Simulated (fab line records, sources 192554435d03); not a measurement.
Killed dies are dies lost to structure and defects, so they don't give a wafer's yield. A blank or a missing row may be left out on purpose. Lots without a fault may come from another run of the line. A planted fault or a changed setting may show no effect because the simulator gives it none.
Chamber matching | flow n5_finfet | N5_FIN_SAQP_MANDREL_ETCH_58 on rie_si-01: 4 sister chambers
The step etches a-Si in HBr/Cl2, stops on SiNx, target depth 45 nm, bt time 10 s, time 27 s. 4 wafers are shown with their chamber, then 8 later ones without.

WAFERS WITH THEIR CHAMBER
wafer  | chamber | drypump_motor_current_A (A)
L079.1 | 0       | 6.3
L086.1 | 3       | 4.8
L086.5 | 2       | 5.3
L087.1 | 1       | 5.8

WAFERS WITHOUT THEIR CHAMBER
wafer  | drypump_motor_current_A (A)
L087.3 | 6.4
L087.6 | 6.4
L089.4 | 4.8
L089.5 | 4.8
L089.6 | 5.3
L097.2 | 6.3
L097.3 | 5.3
L097.5 | 5.8

WHICH CHAMBER EACH WENT THROUGH
wafer  | from the rows above | in truth
L087.3 | 0                   | 0
L087.6 | 0                   | 0
L089.4 | 3                   | 3
L089.5 | 3                   | 3
L089.6 | 2                   | 2
L097.2 | 0                   | 0
L097.3 | 2                   | 2
L097.5 | 1                   | 1
Placed correctly: 8 of 8. Can't be placed from these rows: 0. Placed wrongly: 0.
How it was worked out, from the rows above alone: a wafer's distance from a chamber is the root of the sum, over the readings, of the square of ((its reading less the chamber's mean) divided by the reading's scatter). The wafer belongs to the nearest chamber; if the next one is less than 2 further off, it can't be placed. A chamber's mean is the mean of its shown wafers. The scatter: with one shown wafer a chamber, the root of the mean of the squares of how far each hidden wafer lies from its nearest shown one.
